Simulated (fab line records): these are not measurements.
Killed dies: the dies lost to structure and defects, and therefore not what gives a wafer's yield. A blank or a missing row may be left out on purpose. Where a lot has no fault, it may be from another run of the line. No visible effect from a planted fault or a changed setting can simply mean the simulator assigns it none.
Matching of chambers ; flow nand-harc ; NHARC_P_CONTACT_CMP_24 on cmp-04 has 4 sister chambers
The step polishes, t overpolish 30 s, target thk 200 nm. 4 wafers are shown with their chamber, then 10 later ones without.

WAFERS WITH THEIR CHAMBER
wafer;chamber;motor-current-A (A)
L090.4;3;11.2
L090.6;1;12.7
L092.3;2;12.2
L092.4;0;11.6

WAFERS WITH NO CHAMBER GIVEN
wafer;motor-current-A (A)
L092.5;12.1
L093.2;12.1
L093.3;11.1
L093.5;12.7
L096.1;10.2
L096.2;12.1
L096.5;12.3
L096.3;11.7
L096.4;11.9
L096.6;10.4

THE CHAMBER EACH PASSED THROUGH
wafer;from the rows above;in truth
L092.5;can't be placed: 2 or 0 or 1 or 3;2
L093.2;can't be placed: 2 or 0 or 1 or 3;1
L093.3;can't be placed: 3 or 0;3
L093.5;can't be placed: 1 or 2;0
L096.1;can't be placed: 3 or 0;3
L096.2;can't be placed: 2 or 0 or 1 or 3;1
L096.5;can't be placed: 2 or 1 or 0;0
L096.3;can't be placed: 0 or 2 or 3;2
L096.4;can't be placed: 2 or 0 or 3 or 1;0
L096.6;can't be placed: 3 or 0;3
Placed correctly: 0 of 10. Not placeable from these rows: 10 (in 9, the candidates include the true chamber). Placed wrongly: 0.
How it was worked out, from the rows above alone: a wafer's distance from a chamber is the root of the sum, over the readings, of the square of ((its reading less the chamber's mean) divided by the reading's scatter). If the next closest chamber is less than 2 further off than the closest, the wafer can't be placed; otherwise it belongs to the closest. A chamber's mean is the mean of its shown wafers. The scatter: root of mean squared gap, hidden wafer to nearest shown wafer, with one shown wafer a chamber.
